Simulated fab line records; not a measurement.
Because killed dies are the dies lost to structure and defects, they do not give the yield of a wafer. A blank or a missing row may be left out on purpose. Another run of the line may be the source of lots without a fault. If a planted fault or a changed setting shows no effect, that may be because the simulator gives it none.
fab line records    flow n5_finfet    part 1 of 2: steps 1 to 22 of 34
record lots=5  wafers=15  last_day=18
route steps=1938 shown FIN_CUT@178 STI_FIN_REVEAL@183
lots untouched by any fault: they come from a run of this same line in which no faults occurred
start_h: hours from the record's first day to the start of the lot's first wafer shown    wait_h: hours elapsed since this lot's preceding step    " identical to the entry in the row above    L1.1+2: one row covering several wafers at once    - value missing, or start not given    * or withheld: withheld    < > ~ a bound
route shown NAME@n: NAME is a module with steps in the file, n the number in the route of the first one    usual: mean and standard deviation over wafers with no fault    same: alike in all rows    chamber/n: place in a boat    sites: per-site readings    _std_site: how widely they spread, as a standard deviation    _edge_site: the outer-site mean with the inner-site mean subtracted    radius_mm: for every site, how far away it sits from the centre of the wafer    mask NAME#n: copy n    behind: the tool/chamber that last shaped the wafer    hold: cause of the lot's hold/its duration in hours/its outcome    device: the transistor (n, p or np) that didn't switch    end of line: tests run on the same wafers once the route is complete    a step given without rows: its recipe and nothing more    killed: not the wafer's yield, but the dies lost to structure and defects at the first sort    map: shows each die of a wafer: x if killed, . if not, _ if none is there
set.NAME: setting as actually run; set.NAME@STEP: the setting as run at that earlier step    model.NAME: the simulator's own value behind a step, which no gauge read
certain route steps with their lots: each step a table, each wafer a row
services: from which hour (start_h, from the record's first day; less than 0 if before it) a tool's chamber was out of use, for how many hours, and why
## steps
# step N5_FIN_CUT_STRIP_22
# recipe chemistry=N2/H2  power_w=500  temp_c=40  pressure_mtorr=50  rf_frequency_hz=6e+07  overash_fraction=0.3  bias_power_w=8  h2_frac=0.5  n2_flow_sccm=300  h2_flow_sccm=300
# usual drypump_motor_current_A=5.7/0.42  oes_product_au=0.79/0.1  rf_vpp_V=54.2/2.2  showerhead_plenum_p_Torr=3.37/0.13  throttle_valve_pct=19.2/0.34
lot.wafer  tool         chamber  start_h  wait_h  drypump_motor_current_A  oes_product_au  rf_hours_counter_h  rf_vpp_V  showerhead_plenum_p_Torr  throttle_valve_pct
L080.1     rie_diel-04  2        63.62    0.0     6.2                      0.96            2                   55.9      3.58                      19.0
L080.3     "            3        "        "       6.2                      0.83            84                  54.7      3.29                      19.4
L080.4     "            1        "        "       5.2                      0.73            190                 52.3      3.33                      18.6
L081.2     rie_diel-05  3        69.50    0.0     5.9                      0.92            14                  56.6      3.58                      18.7
L081.3     "            1        "        "       6.3                      0.74            166                 54.2      3.38                      19.4
L081.6     "            3        "        "       5.9                      0.94            -                   57.0      3.58                      18.7
L089.1     rie_diel-05  1        118.09   0.1     6.3                      0.71            179                 55.5      3.37                      19.5
L089.3     "            0        "        "       5.4                      0.71            207                 56.0      3.22                      19.6
L089.4     "            2        "        "       5.5                      0.83            70                  56.7      3.27                      18.9
L094.2     rie_diel-02  0        147.16   0.1     5.8                      0.74            178                 53.5      3.35                      19.0
L094.3     "            0        "        "       5.7                      0.72            -                   54.1      3.35                      19.0
L094.4     "            3        "        "       5.8                      0.94            -                   51.3      3.32                      19.4
L097.1     rie_diel-02  2        170.23   0.0     5.8                      0.87            28                  52.8      3.57                      19.2
L097.4     "            3        "        "       5.7                      0.92            18                  54.0      3.32                      19.5
L097.6     "            0        "        "       5.8                      0.71            -                   55.5      3.35                      19.1
# step N5_FIN_CUT_PRECLEAN_36
# recipe chemistry=O3/DIW  time_s=60  temp_c=22  o3_ppm=10
lot.wafer   tool          chamber  start_h  wait_h
L080.1+3+4  wet_bench-06  2,6,4    63.69    -
L081.2+3+6  wet_bench-03  1,6,7    69.57    -
L089.1+3+4  wet_bench-06  0,5,4    118.16   -
L094.2+3+4  wet_bench-03  1,3,4    147.24   -
L097.1+4+6  wet_bench-06  4,5,6    170.30   -
# step N5_FIN_CUT_SRD_32
# recipe dry=ipa_marangoni  time_s=30  temp_c=23  rinse_liquid=diw
lot.wafer   tool          chamber  start_h  wait_h
L080.1+3+4  wet_bench-06  2,6,4    63.71    0.0
L081.2+3+6  wet_bench-03  1,6,7    69.59    0.0
L089.1+3+4  wet_bench-06  0,5,4    118.18   0.0
L094.2+3+4  wet_bench-03  1,3,4    147.26   0.0
L097.1+4+6  wet_bench-06  4,5,6    170.32   0.0
# step N5_FIN_CUT_UV_OZONE_34
# recipe time_s=120  pressure_torr=760  temp_c=25
lot.wafer   tool          chamber  start_h  wait_h
L080.1+3+4  wet_bench-06  2,6,4    63.73    0.0
L081.2+3+6  wet_bench-03  1,6,7    69.60    0.0
L089.1+3+4  wet_bench-06  0,5,4    118.20   0.0
L094.2+3+4  wet_bench-03  1,3,4    147.28   0.0
L097.1+4+6  wet_bench-06  4,5,6    170.33   0.0
# step N5_FIN_CUT_INSPECT_17
# recipe inspect_instrument=brightfield  mode=aei
# usual raw_defect_count=267/81
lot.wafer  tool               chamber  start_h  wait_h  raw_defect_count
L080.1     defect_inspect-02  -        63.79    0.0     183
L080.3     "                  -        "        "       194
L080.4     "                  -        "        "       193
L081.2     defect_inspect-02  -        69.66    0.0     347
L081.3     "                  -        "        "       499
L081.6     "                  -        "        "       255
L089.1     defect_inspect-01  -        118.25   0.0     187
L089.3     "                  -        "        "       151
L089.4     "                  -        "        "       251
L094.2     defect_inspect-02  -        147.34   0.0     303
L094.3     "                  -        "        "       231
L094.4     "                  -        "        "       186
L097.1     defect_inspect-02  -        170.39   0.0     388
L097.4     "                  -        "        "       326
L097.6     "                  -        "        "       342
# step N5_STI_FIN_REVEAL_ALD_00
# recipe material=SiO2  target_thk_a=10  temp_c=300  ald_precursor_family=BDEAS  ald_co_reactant=O2-plasma  pulse_time_s=1  pressure_torr=2
# usual heater_power_w=498/35  precursor_pulse_height_rel=0.997/0.021  susceptor_temp_C=300.02/0.2
lot.wafer  tool        chamber  start_h  wait_h  heater_power_w  precursor_pulse_height_rel  susceptor_temp_C
L080.1     ald_sin-04  0        63.82    0.0     549             1.021                       300.18
L080.3     "           1        "        "       451             0.993                       299.97
L080.4     "           1        "        "       446             1.035                       300.22
L081.2     ald_sin-01  3        69.70    0.0     480             0.937                       299.94
L081.3     "           2        "        "       478             0.971                       299.92
L081.6     "           1        "        "       453             0.992                       300.04
L089.1     ald_sin-02  2        118.29   0.0     511             1.011                       300.27
L089.3     "           3        "        "       527             1.033                       299.49
L089.4     "           1        "        "       455             0.983                       299.84
L094.2     ald_sin-02  3        147.37   0.0     522             0.963                       299.84
L094.3     "           0        "        "       540             1.023                       299.76
L094.4     "           2        "        "       502             1.001                       300.16
L097.1     ald_sin-04  2        170.43   0.0     489             0.968                       300.14
L097.4     "           1        "        "       478             1.002                       300.02
L097.6     "           2        "        "       474             1.000                       299.99
# step N5_STI_FIN_REVEAL_ALD_14
# recipe material=Si3N4  target_thk_a=30  temp_c=400  ald_precursor_family=SiH2I2  ald_co_reactant=N2/H2-plasma  pressure_torr=2
# usual heater_power_w=890/62  susceptor_temp_C=399.95/0.24
lot.wafer  tool        chamber  start_h  wait_h  heater_power_w  susceptor_temp_C
L080.1     ald_sin-04  0        63.87    0.0     959             399.69
L080.3     "           1        "        "       812             399.93
L080.4     "           1        "        "       795             399.86
L081.2     ald_sin-01  3        69.75    0.0     838             399.89
L081.3     "           2        "        "       871             399.69
L081.6     "           1        "        "       783             400.22
L089.1     ald_sin-02  2        118.34   0.0     895             400.30
L089.3     "           3        "        "       992             400.08
L089.4     "           1        "        "       829             400.44
L094.2     ald_sin-02  3        147.42   0.0     960             400.06
L094.3     "           0        "        "       960             399.73
L094.4     "           2        "        "       906             400.09
L097.1     ald_sin-04  2        170.48   0.0     848             399.96
L097.4     "           1        "        "       853             399.82
L097.6     "           2        "        "       852             399.57
# step N5_STI_FIN_REVEAL_FCVD_FILL_01
# recipe material=SiO2_flowable  target_thk_a=3120  temp_c=100  pressure_torr=0.8  rf_w=2000  time_s=512.2
# usual susceptor_temp_C=100.00/0.13
lot.wafer  tool     chamber  start_h  wait_h  susceptor_temp_C
L080.1     fcvd-01  0        64.11    0.1     99.86
L080.3     "        0        "        "       100.20
L080.4     "        1        "        "       100.10
L081.2     fcvd-01  1        69.99    0.1     99.80
L081.3     "        0        "        "       99.98
L081.6     "        0        "        "       99.90
L089.1     fcvd-01  1        118.58   0.1     99.91
L089.3     "        1        "        "       100.08
L089.4     "        0        "        "       100.15
L094.2     fcvd-01  1        147.66   0.1     99.86
L094.3     "        0        "        "       99.71
L094.4     "        1        "        "       99.80
L097.1     fcvd-02  0        170.72   0.1     99.82
L097.4     "        0        "        "       99.81
L097.6     "        0        "        "       100.02
# step N5_STI_FIN_REVEAL_DENSIFY_02
# recipe temp_c=650  ambient=steam  time_s=1800  idle_temp_c=400  densification_p_h2o_torr=640
# usual spike_tc_bottom_C=671.0/1.4  tube_center_temp_C=650/0.059
lot.wafer  tool        chamber  start_h  wait_h  spike_tc_bottom_C  tube_center_temp_C
L080.1     furnace-03  0        64.75    0.4     670.6              650.04
L080.3     "           0        "        "       671.5              650.04
L080.4     "           0        "        "       668.9              649.94
L081.2     furnace-03  0        70.62    0.4     668.1              650.08
L081.3     "           0        "        "       669.9              650.06
L081.6     "           0        "        "       670.1              649.99
L089.1     furnace-03  0        119.21   0.4     670.1              649.98
L089.3     "           0        "        "       671.2              650
L089.4     "           0        "        "       669.1              650.05
L094.2     furnace-02  0        148.30   0.4     671.6              650.06
L094.3     "           0        "        "       669.7              649.92
L094.4     "           0        "        "       671.2              650.05
L097.1     furnace-02  0        171.35   0.4     671.4              650.06
L097.4     "           0        "        "       669.5              650.02
L097.6     "           0        "        "       669.5              649.93
# step N5_STI_FIN_REVEAL_CMP_04
# recipe stop_on=Si3N4  t_overpolish_s=4  down_force_psi=2  platen_rpm=54.18  post_cmp_clean=alkaline_brush  pad_velocity_m_s=1.078  target_thk_nm=131.83
# usual motor_current_A=8.0/1  overpolish_run_s=4.000/0.0092  time_to_endpoint_s=103/5
# same t_overpolish_s=4
lot.wafer  tool    chamber  start_h  wait_h  motor_current_A  overpolish_run_s  time_to_endpoint_s
L080.3     cmp-01  0        68.91    0.0     7.2              3.994             105
L080.4     "       2        "        "       9.4              4.000             105
L080.1     "       3        "        "       8.0              3.995             109
L081.3     cmp-04  0        74.86    0.1     8.3              3.994             101
L081.2     "       1        "        "       8.0              3.996             97
L081.6     "       2        "        "       7.1              3.989             106
L089.1     cmp-01  1        123.41   0.1     6.5              4.003             105
L089.4     "       2        "        "       9.1              3.991             105
L089.3     "       3        "        "       8.3              4.005             103
L094.3     cmp-01  0        152.46   0.0     7.0              4.021             98
L094.4     "       2        "        "       9.5              3.998             100
L094.2     "       3        "        "       8.4              4.009             104
L097.1     cmp-01  2        175.52   0.0     9.2              3.998             109
L097.4     "       3        "        "       8.3              4.004             112
L097.6     "       3        "        "       8.3              4.003             109
# step N5_STI_FIN_REVEAL_THK_MEAS_05
# usual thk_nm=131.9/1.2
lot.wafer  tool           chamber  start_h  wait_h  thk_nm
L080.1     film_metro-01  -        69.21    -       130.8
L080.3     "              -        "        "       131.6
L080.4     "              -        "        "       131.0
L081.2     film_metro-01  -        75.08    -       131.8
L081.3     "              -        "        "       131.5
L081.6     "              -        "        "       133.2
L089.1     film_metro-01  -        123.67   -       133.4
L089.3     "              -        "        "       133.5
L089.4     "              -        "        "       132.5
L094.2     film_metro-01  -        152.76   -       132.5
L094.3     "              -        "        "       131.3
L094.4     "              -        "        "       130.7
L097.1     film_metro-02  -        175.81   -       131.0
L097.4     "              -        "        "       132.5
L097.6     "              -        "        "       133.9
# step N5_STI_FIN_REVEAL_DENSIFY_30
# recipe temp_c=*  time_s=*  ambient=N2  idle_temp_c=600  ramp_up_c_per_s=150  ramp_down_c_per_s=60  cool_to_c=600
# usual lamp_power_pct=11.53/0.052  wafer_temp_C_max=*
lot.wafer  tool           chamber  start_h  wait_h  lamp_power_pct  wafer_temp_C_max
L080.1     rtp_anneal-02  0        69.23    0.0     11.52           *
L080.3     "              0        "        "       11.45           *
L080.4     "              0        "        "       11.53           *
L081.2     rtp_anneal-02  0        75.14    0.1     11.57           *
L081.3     "              0        "        "       11.59           *
L081.6     "              0        "        "       11.62           *
L089.1     rtp_anneal-02  0        123.90   0.2     11.52           *
L089.3     "              0        "        "       11.51           *
L089.4     "              0        "        "       11.49           *
L094.2     rtp_anneal-02  0        152.94   0.2     11.53           *
L094.3     "              0        "        "       11.51           *
L094.4     "              0        "        "       11.53           *
L097.1     rtp_anneal-02  0        175.95   0.1     11.53           *
L097.4     "              0        "        "       11.55           *
L097.6     "              0        "        "       11.65           *
# step N5_STI_FIN_REVEAL_ETCHBACK_08
# recipe chemistry=C4F6/O2  target=SiO2  target_depth_a=305  time_s=10.167  ion_energy_ev=250  pressure_mtorr=30  source_w=345  bias_w=185  Ar_flow_sccm=300  C4F6_flow_sccm=10  O2_flow_sccm=10
# usual O2_flow_sccm=10.00/0.03  drypump_motor_current_A=5.7/0.36  oes_product_au=0.74/0.066  rf_vpp_V=668/8.9  showerhead_plenum_p_Torr=2.85/0.097  throttle_valve_pct=21.30/0.25
lot.wafer  tool         chamber  start_h  wait_h  O2_flow_sccm  drypump_motor_current_A  oes_product_au  rf_hours_counter_h  rf_vpp_V  showerhead_plenum_p_Torr  throttle_valve_pct
L080.1     rie_diel-03  3        69.45    0.2     9.98          6.6                      0.89            35                  680       3.01                      20.93
L080.3     "            0        "        "       10.00         5.3                      0.75            145                 670       2.74                      21.16
L080.4     "            2        "        "       9.97          5.8                      0.70            232                 665       2.72                      21.66
L081.2     rie_diel-03  2        75.32    0.2     10.00         5.7                      0.70            233                 665       2.72                      21.64
L081.3     "            0        "        "       10.02         5.3                      0.75            146                 671       2.74                      21.15
L081.6     "            0        "        "       10.00         5.3                      0.75            -                   670       2.74                      21.15
L089.1     rie_diel-03  3        124.11   0.2     10.02         6.6                      0.85            53                  679       3.00                      20.94
L089.3     "            2        "        "       10.00         5.7                      0.68            251                 666       2.71                      21.67
L089.4     "            2        "        "       10.00         5.7                      0.68            -                   665       2.71                      21.66
L094.2     rie_diel-03  0        153.24   0.3     10.04         5.3                      0.74            172                 670       2.73                      21.18
L094.3     "            1        "        "       9.91          5.7                      0.69            239                 664       2.94                      21.59
L094.4     "            2        "        "       10.01         5.7                      0.96            4                   676       3.05                      21.29
L097.1     rie_diel-01  1        176.16   0.2     9.95          5.4                      0.70            214                 661       2.71                      21.69
L097.4     "            2        "        "       9.97          5.8                      0.70            201                 653       2.83                      21.29
L097.6     "            1        "        "       10.01         5.3                      0.71            -                   662       2.71                      21.69
# step N5_STI_FIN_REVEAL_STRIP_24
# recipe chemistry=N2/H2  time_s=90  power_w=100  temp_c=40  pressure_mtorr=100  rf_frequency_hz=6e+07  bias_power_w=3  n2_flow_sccm=300  h2_flow_sccm=300
# usual drypump_motor_current_A=5.7/0.36  oes_product_au=0.74/0.067  rf_vpp_V=45.4/1  showerhead_plenum_p_Torr=3.37/0.12  throttle_valve_pct=12.38/0.27
lot.wafer  tool         chamber  start_h  wait_h  drypump_motor_current_A  oes_product_au  rf_hours_counter_h  rf_vpp_V  showerhead_plenum_p_Torr  throttle_valve_pct
L080.1     rie_diel-03  3        69.48    0.0     6.6                      0.88            35                  44.5      3.55                      11.77
L080.3     "            0        "        "       5.4                      0.76            145                 48.1      3.24                      12.24
L080.4     "            2        "        "       5.8                      0.70            232                 46.0      3.20                      12.65
L081.2     rie_diel-03  2        75.36    0.0     5.7                      0.70            233                 45.0      3.20                      12.67
L081.3     "            0        "        "       5.3                      0.76            146                 43.8      3.24                      12.23
L081.6     "            0        "        "       5.4                      0.76            -                   43.1      3.24                      12.24
L089.1     rie_diel-03  3        124.15   0.0     6.6                      0.85            53                  44.5      3.54                      11.84
L089.3     "            2        "        "       5.7                      0.69            251                 45.7      3.19                      12.72
L089.4     "            2        "        "       5.7                      0.68            -                   46.2      3.19                      12.72
L094.2     rie_diel-03  0        153.28   0.0     5.4                      0.74            172                 43.2      3.23                      12.30
L094.3     "            1        "        "       5.7                      0.69            239                 45.4      3.49                      12.79
L094.4     "            2        "        "       5.7                      0.96            4                   46.2      3.59                      12.06
L097.1     rie_diel-01  1        176.20   0.0     5.3                      0.71            214                 45.2      3.21                      12.75
L097.4     "            2        "        "       5.8                      0.69            201                 45.5      3.36                      12.38
L097.6     "            1        "        "       5.4                      0.71            -                   45.4      3.21                      12.74
# step N5_STI_FIN_REVEAL_PRECLEAN_25
# recipe chemistry=SPM  time_s=90  temp_c=120  mix=4:1
# usual bath_guard_temp_C=120.0/0.45
lot.wafer  tool          chamber  start_h  wait_h  bath_guard_temp_C
L080.1     wet_bench-02  4        69.60    0.1     119.6
L080.3     "             6        "        "       119.2
L080.4     "             1        "        "       120.2
L081.2     wet_bench-01  0        75.48    0.1     120.1
L081.3     "             5        "        "       120.0
L081.6     "             6        "        "       120.7
L089.1     wet_bench-02  6        124.27   0.1     119.2
L089.3     "             4        "        "       119.5
L089.4     "             5        "        "       120.7
L094.2     wet_bench-02  6        153.40   0.1     119.9
L094.3     "             3        "        "       119.9
L094.4     "             5        "        "       120.3
L097.1     wet_bench-04  6        176.33   0.1     120.7
L097.4     "             5        "        "       119.8
L097.6     "             7        "        "       120.3
# step N5_STI_FIN_REVEAL_PRECLEAN_26
# recipe chemistry=SC1  time_s=45  temp_c=46  mix=1:2:100
# usual bath_guard_temp_C=46.0/0.47
lot.wafer  tool          chamber  start_h  wait_h  bath_guard_temp_C
L080.1     wet_bench-02  4        69.63    0.0     45.5
L080.3     "             6        "        "       45.6
L080.4     "             1        "        "       46.1
L081.2     wet_bench-01  0        75.51    0.0     46.3
L081.3     "             5        "        "       46.7
L081.6     "             6        "        "       47.0
L089.1     wet_bench-02  6        124.30   0.0     45.1
L089.3     "             4        "        "       45.7
L089.4     "             5        "        "       46.2
L094.2     wet_bench-02  6        153.43   0.0     45.4
L094.3     "             3        "        "       46.0
L094.4     "             5        "        "       46.4
L097.1     wet_bench-04  6        176.36   0.0     46.9
L097.4     "             5        "        "       45.5
L097.6     "             7        "        "       46.3
# step N5_STI_FIN_REVEAL_PRECLEAN_29
# recipe chemistry=DHF  time_s=30  temp_c=25  dilution=300:1
lot.wafer   tool          chamber  start_h  wait_h
L080.1+3+4  wet_bench-02  4,6,1    69.64    0.0
L081.2+3+6  wet_bench-01  0,5,6    75.52    0.0
L089.1+3+4  wet_bench-02  6,4,5    124.31   0.0
L094.2+3+4  wet_bench-02  6,3,5    153.44   0.0
L097.1+4+6  wet_bench-04  6,5,7    176.37   0.0
# step N5_STI_FIN_REVEAL_SRD_12
# recipe time_s=30  temp_c=23  rinse_liquid=diw  dry=ipa_marangoni
lot.wafer   tool          chamber  start_h  wait_h
L080.1+3+4  wet_bench-02  4,6,1    69.65    0.0
L081.2+3+6  wet_bench-01  0,5,6    75.53    0.0
L089.1+3+4  wet_bench-02  6,4,5    124.32   0.0
L094.2+3+4  wet_bench-02  6,3,5    153.45   0.0
L097.1+4+6  wet_bench-04  6,5,7    176.38   0.0
# step N5_STI_FIN_REVEAL_RECESS_09
# recipe chemistry=HF/NH3  target=SiO2  afs_cycles=11  target_depth_a=425  temp_c=30  sublimation_temp_c=180  sublimation_time_s=60
# usual drypump_motor_current_A=5.75/0.3  foreline_p_Torr=0.1280/0.00043
# same afs_cycles=11
lot.wafer  tool           chamber  start_h  wait_h  drypump_motor_current_A  foreline_p_Torr
L080.1     vapor_etch-01  0        69.70    0.0     5.42                     0.1288
L080.3     "              1        "        "       5.84                     0.1271
L080.4     "              0        "        "       5.42                     0.1287
L081.2     vapor_etch-02  1        75.57    0.0     5.56                     0.1276
L081.3     "              0        "        "       6.21                     0.1278
L081.6     "              1        "        "       5.56                     0.1278
L089.1     vapor_etch-02  0        124.36   0.0     6.15                     0.1280
L089.3     "              1        "        "       5.58                     0.1285
L089.4     "              0        "        "       6.17                     0.1285
L094.2     vapor_etch-02  1        153.49   0.0     5.58                     0.1277
L094.3     "              1        "        "       5.57                     0.1282
L094.4     "              0        "        "       6.21                     0.1281
L097.1     vapor_etch-02  1        176.42   0.0     5.58                     0.1274
L097.4     "              0        "        "       6.19                     0.1275
L097.6     "              1        "        "       5.57                     0.1277
# step N5_STI_FIN_REVEAL_STRIP_16
# recipe chemistry=H3PO4  material=SiNx  temp_c=165  target_depth_a=238  overetch_fraction=0.4964  dry=ipa_marangoni
# usual bath_guard_temp_C=165.0/0.51
lot.wafer  tool          chamber  start_h  wait_h  bath_guard_temp_C
L080.1     wet_bench-02  3        71.31    1.1     165.0
L080.3     "             4        "        "       164.3
L080.4     "             0        "        "       164.7
L081.2     wet_bench-01  5        77.19    1.1     165.2
L081.3     "             2        "        "       164.2
L081.6     "             4        "        "       164.5
L089.1     wet_bench-02  7        125.98   1.1     164.9
L089.3     "             6        "        "       164.1
L089.4     "             5        "        "       165.4
L094.2     wet_bench-02  1        155.11   1.1     165.2
L094.3     "             4        "        "       164.7
L094.4     "             0        "        "       164.5
L097.1     wet_bench-04  7        178.04   1.1     165.5
L097.4     "             5        "        "       164.8
L097.6     "             4        "        "       165.0
# step N5_STI_FIN_REVEAL_PRECLEAN_17
# recipe chemistry=NF3:NH3  afs_cycles=1  temp_c=30  time_s=20  sublimation_temp_c=180  sublimation_time_s=60  pressure_torr=3  rf_power_w=30
# same afs_cycles=1
lot.wafer   tool              chamber  start_h  wait_h
L080.1+3+4  remote_plasma-02  1        71.85    0.3
L081.2+3+6  remote_plasma-01  0        77.49    0.1
L089.1+3+4  remote_plasma-02  1        126.25   0.0
L094.2+3+4  remote_plasma-01  1        155.44   0.1
L097.1+4+6  remote_plasma-02  0        178.32   0.0
# step N5_STI_FIN_REVEAL_ETCH_34
# recipe chemistry=H2  mode=isotropic  material=Si  target=Si  target_depth_a=9.7  temp_c=20  pressure_mtorr=4.5  icp_w=300  bias_w=0  h2_flow_sccm=7.5  he_flow_sccm=142.5
# usual drypump_motor_current_A=5.5/0.37  oes_product_au=1.002/0.024  throttle_valve_pct=25.8/0.48
lot.wafer  tool       chamber  start_h  wait_h  drypump_motor_current_A  oes_product_au  rf_hours_counter_h  throttle_valve_pct
L080.1     rie_si-01  3        72.06    0.2     6.1                      1.000           180                 25.6
L080.3     "          1        "        "       6.3                      1.007           61                  25.9
L080.4     "          2        "        "       5.0                      0.975           46                  26.1
L081.2     rie_si-01  2        77.66    0.1     5.1                      0.971           46                  26.1
L081.3     "          3        "        "       6.1                      0.998           180                 25.7
L081.6     "          3        "        "       6.1                      0.995           -                   25.7
L089.1     rie_si-03  3        126.46   0.2     5.3                      1.050           114                 25.8
L089.3     "          1        "        "       5.7                      1.025           181                 25.0
L089.4     "          0        "        "       5.0                      1.023           53                  25.6
L094.2     rie_si-01  3        155.76   0.3     6.1                      0.993           182                 25.7
L094.3     "          0        "        "       5.6                      0.956           113                 26.0
L094.4     "          2        "        "       5.0                      0.971           47                  26.1
L097.1     rie_si-03  0        178.52   0.2     5.0                      1.030           54                  25.6
L097.4     "          1        "        "       5.7                      1.009           182                 25.0
L097.6     "          1        "        "       5.7                      1.008           -                   25.0
